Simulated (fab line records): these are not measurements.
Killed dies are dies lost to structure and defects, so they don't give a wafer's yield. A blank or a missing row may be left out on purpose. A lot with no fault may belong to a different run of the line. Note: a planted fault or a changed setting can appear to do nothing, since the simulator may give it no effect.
A lot that was struck, set against a sound lot	flow n5 finfet	16 steps out of a route of 1938
Sound: these wafers, L640.1, L640.3, L640.4. The struck wafers were L650.2, L650.3, L650.5. At the end, the cause is stated.
Each step with rows lists, per side, the tool, then ch with its chambers, then its first start. Under that, the readings that differ: sound wafers	struck wafers	difference of the means	sigmas: that difference in standard deviations of wafers without a fault.
alike: readings with means less than 2 such deviations apart, plus words and numbers identical on both sides. not compared: withheld readings, readings lacking a value on some wafer, bounds such as >300 that could conceal the same value, and numbers that have no deviation in the record and whose values overlap.
The two part at a step that has a row with sigmas, a row that says differs or no value, or rows on one side only. Non-overlapping numbers with no deviation appear without sigmas and do not part them. A reading missing from all wafers of one side parts the sides only when that side holds two or more wafers.

N5_SD_EPI_N_INSPECT_11: inspects for defects (macro).
  sound on defect inspect-01, day 5 23:19; struck on defect inspect-02, day 8 08:17
  alike: raw defect count
then, 1 step without rows for these wafers: N5_SD_EPI_N_DESCUM_14 (chemistry O2, time 7.9 s).
N5_SD_EPI_N_ETCH_34: etches SiARC in CF4, target depth 45.5 nm, time 75.8 s.
  sound on rie diel-04 ch 0,1,3, day 5 23:35; struck on rie diel-01 ch 0,3, day 8 08:20
  alike: drypump motor current A, etch rf on time s, oes product au, rf vpp V, showerhead plenum p Torr, throttle valve pct
  not compared: rf hours counter h
then, 2 steps without rows for these wafers: N5_SD_EPI_N_ETCH_35 (etches SOC in N2/H2, overetch 108 nm, time 486 s); N5_SD_EPI_N_STRIP_36 (strips in N2/H2).
N5_SD_EPI_N_ETCHBACK_44: etches SiNx in CH3F/O2, stops on SiO2, target depth 14.5 nm.
  sound on rie diel-04 ch 0,1,3, day 5 23:58; struck on rie diel-01 ch 0,3, day 8 08:43
  alike: drypump motor current A, oes_ar_750_au, oes_f_703_au, oes_o_777_au, oes product au, rf vpp V, showerhead plenum p Torr, throttle valve pct
  not compared: rf hours counter h
N5_SD_EPI_N_ETCH_45: etches SiOCN in CH3F/O2, target depth 6 nm.
  sound on rie diel-04 ch 0,1,3, day 6 00:04; struck on rie diel-01 ch 0,3, day 8 08:49
  alike: drypump motor current A, oes product au, rf vpp V, showerhead plenum p Torr, throttle valve pct
  not compared: rf hours counter h
N5_SD_EPI_N_ETCH_16: etches SiO2 in CHF3/O2, target depth 5 nm.
  sound on rie diel-04 ch 0,1,3, day 6 00:10; struck on rie diel-01 ch 0,3, day 8 08:55
  alike: drypump motor current A, oes_ar_750_au, oes_f_703_au, oes_o_777_au, oes product au, rf vpp V, showerhead plenum p Torr, throttle valve pct
  not compared: rf hours counter h
then, 2 steps without rows for these wafers: N5_SD_EPI_N_STRIP_47 (strips in CHF3/O2); N5_SD_EPI_N_SD_RECESS_17 (chemistry HBr/Cl2/O2, target depth 41 nm, time 23.7 s, bt time 3 s).
N5_SD_EPI_N_STRIP_38: strips in N2/H2.
  sound on plasma asher-02 ch 0,1, day 6 00:20; struck on plasma asher-01 ch 0,1, day 8 09:05
reading	sound	struck	difference	sigmas
oes product au (a.u.)	0.763 0.789 0.789	0.754 0.754 0.767	-0.022	-2
  alike: drypump motor current A, h2 flow sccm, heater power w
  not compared: rf hours counter h
then, 1 step without rows for these wafers: N5_SD_EPI_N_WET_ETCH_43 (etches SiO2 in dHF, time 14 s, target depth 1.5 nm).
N5_SD_EPI_N_STRIP_18: strips in SPM, time 750 s.
  sound on wet bench-01 ch 5,6,7, day 6 00:26; struck on wet bench-06 ch 0,4,5, day 8 09:11
  no value came back on the struck wafers for bath guard temp C (C), bath heat duty pct (%); on the sound wafers bath guard temp C (C) reads 130.1 131.4 130.2
then, 1 step without rows for these wafers: N5_SD_EPI_N_SRD_20 (time 30 s).
-- the record jumps here: 5 days lie between the struck wafers' starts before and after (it left off in module SD_EPI_N and takes up again in module BEOL_M4, whose first step shown is number 1111 of the route) --
N5_BEOL_M4_RC_MEAS_101:
  sound on prober-02 ch 0, day 11 00:05; struck on prober-01 ch 0, day 13 17:01
reading	sound	struck	difference	sigmas
SS_P (mV/dec)	74.6 74.2 73.1	72.9 72.3 72.1	-1.5	-2
VT_P (mV)	-246 -245 -252	-254 -254 -256	-7	-2
  alike: DIBL_N, DIBL_P, IOFF_N, IOFF_P, ION_N, ION_P, SS_N, VT_N
-- here the record skips 5 days between the struck wafers' starts before and after, leaving off in module BEOL_M4 and picking up in module PASSIVATION (first step shown: number 1936 of the route) --
N5_PASSIVATION_PROBE_49:
  sound on prober-01, day 15 15:46; struck on prober-02, day 18 07:19
reading	sound	struck	difference	sigmas
killed_at_M0_to_M3	53	42 22 30	-22	-2
killed short	45	30 30 26	-16	-2
  alike: defect limited yield, killed_at_M4_up, killed at contacts, killed at front end, killed at other, killed dies, killed on rim, killed open, sort_bin_5_function, sort_bin_6_memory, sort n pass, sort yield pct

WHERE THEY PART
At N5_SD_EPI_N_STRIP_38 first; at N5_PASSIVATION_PROBE_49 last (within this record only).

WHY: whatever the simulator had introduced
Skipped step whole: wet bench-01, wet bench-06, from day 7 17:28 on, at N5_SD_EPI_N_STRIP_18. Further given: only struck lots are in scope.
